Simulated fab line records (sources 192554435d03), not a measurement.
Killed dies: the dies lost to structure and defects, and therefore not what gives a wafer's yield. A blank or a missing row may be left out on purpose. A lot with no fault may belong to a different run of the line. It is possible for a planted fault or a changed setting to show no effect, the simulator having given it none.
Split-lot trial + flow n5 finfet + on a route of 1938 steps: 7 lots, 21 wafers read

## THE SPLIT ITSELF
At N5_BEOL_M3_COAT_05 (resist thk 30 nm), the setting spin rpm was moved away from the recipe's 1500 rpm on 9 of the 21 wafers read, by -7.1% to +8.7%. This setting was run at the recipe's value on the other wafers.

## FROM THE SPLIT TO THE READING: what the file shows between them, 6 steps
- N5_BEOL_M3_EBR_07
- N5_BEOL_M3_SOFTBAKE_06: time 60 s
- N5_BEOL_M3_EXPOSE_08: exposes mask M3
- N5_BEOL_M3_PEB_09: peb time 60 s
- N5_BEOL_M3_DEVELOP_10: develop time 30 s
- N5_BEOL_M3_DESCUM_16: chemistry O2, time 7 s

## THE READING
CAR-EUV_of_BEOL_M3_COAT_05.thk nm (the simulator's own value, which no gauge read), in nm, at N5_BEOL_M3_ETCH_74 (etches underlayer in N2/H2, target depth 6.5 nm, time 5.2 s). There is no usual value for it anywhere in the file. Across the 12 wafers here that went through the recipe, the average is 20.4 nm and the standard deviation 0.075 nm.

| wafer  | tool, chamber at the split | spin rpm as run, rpm | against the recipe | CAR-EUV_of_BEOL_M3_COAT_05.thk nm, nm | against lot-mates on the recipe |
|--------|----------------------------|----------------------|--------------------|---------------------------------------|---------------------------------|
| L076.1 | litho track-04, 0          | 1500                 | recipe             | 20.4                                  | -                               |
| L076.2 | litho track-04, 0          | 1500                 | recipe             | 20.2                                  | -                               |
| L076.6 | litho track-04, 0          | 1393                 | -7.1%              | 21.4                                  | +1.1                            |
| L082.2 | litho track-05, 0          | 1500                 | recipe             | 20.4                                  | -                               |
| L082.4 | litho track-05, 0          | 1500                 | recipe             | 20.4                                  | -                               |
| L082.3 | litho track-05, 0          | 1500                 | recipe             | 20.2                                  | -                               |
| L087.2 | litho track-04, 0          | 1631                 | +8.7%              | 19.2                                  | -1.2                            |
| L087.3 | litho track-04, 0          | 1500                 | recipe             | 20.4                                  | -                               |
| L087.6 | litho track-04, 0          | 1631                 | +8.7%              | 19.4                                  | -1.0                            |
| L089.2 | litho track-01, 0          | 1500                 | recipe             | 20.4                                  | -                               |
| L089.3 | litho track-01, 0          | 1500                 | recipe             | 20.4                                  | -                               |
| L089.5 | litho track-01, 0          | 1415                 | -5.7%              | 21.2                                  | +0.8                            |
| L092.1 | litho track-01, 0          | 1500                 | recipe             | 20.4                                  | -                               |
| L092.6 | litho track-01, 0          | 1500                 | recipe             | 20.4                                  | -                               |
| L092.3 | litho track-01, 0          | 1596                 | +6.4%              | 19.6                                  | -0.8                            |
| L094.1 | litho track-04, 0          | 1500                 | recipe             | 20.4                                  | -                               |
| L094.3 | litho track-04, 0          | 1500                 | recipe             | 20.4                                  | -                               |
| L094.4 | litho track-04, 0          | 1448                 | -3.5%              | 20.8                                  | +0.4                            |
| L097.1 | litho track-01, 0          | 1592                 | +6.1%              | 19.4                                  | no lot-mate on the recipe       |
| L097.3 | litho track-01, 0          | 1592                 | +6.1%              | 19.4                                  | no lot-mate on the recipe       |
| L097.5 | litho track-01, 0          | 1592                 | +6.1%              | 19.4                                  | no lot-mate on the recipe       |

FIT RESULTS
A straight line over all 21 wafers: CAR-EUV_of_BEOL_M3_COAT_05.thk nm changes by -0.137 nm for each +1% of spin rpm; r = -0.99; the points scatter about the line by 0.1 nm.
The same after taking each lot's own level away (the mean of its wafers on the recipe; 18 wafers): -0.133 nm for each +1%; r = -0.99; scatter 0.079 nm.
According to that fit, moving spin rpm by its largest amount changes the reading by 1.2 nm.
The lots' own levels span 20.30 to 20.40 nm, that is 1.3 times the standard deviation above.
Consequently the slope shifts little with the lot-to-lot level, the two slopes agreeing.
Check: for one of the wafers moved furthest among these (+8.7%), held out of the fit, the line's prediction against its lot-mates is -1.11 nm. It came out at -1.2 nm against them.

## THE WHOLE CHAIN: every reading that the file lists as answering this split, in the file's order
| step                  | what it does                                                | reading                                                                            | change (the file's fit)               | r (the file's) |
|-----------------------|-------------------------------------------------------------|------------------------------------------------------------------------------------|---------------------------------------|----------------|
| N5_BEOL_M3_COAT_05    | resist thk 30 nm                                            | CAR-EUV_of_BEOL_M3_COAT_05.thk nm (the simulator's own value, which no gauge read) | -0.151 nm for each +1% of the setting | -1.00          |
| N5_BEOL_M3_DEVELOP_10 | develop time 30 s                                           | CAR-EUV_of_BEOL_M3_COAT_05.thk nm (the simulator's own value, which no gauge read) | -0.145 nm for each +1% of the setting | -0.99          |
| N5_BEOL_M3_ETCH_74    | etches underlayer in N2/H2, target depth 6.5 nm, time 5.2 s | CAR-EUV_of_BEOL_M3_COAT_05.thk nm (the simulator's own value, which no gauge read) | -0.134 nm for each +1% of the setting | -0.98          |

## THE FILE'S OWN FIT
CAR-EUV_of_BEOL_M3_COAT_05.thk nm changes by -0.134 nm for each +1% of spin rpm, r = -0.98.
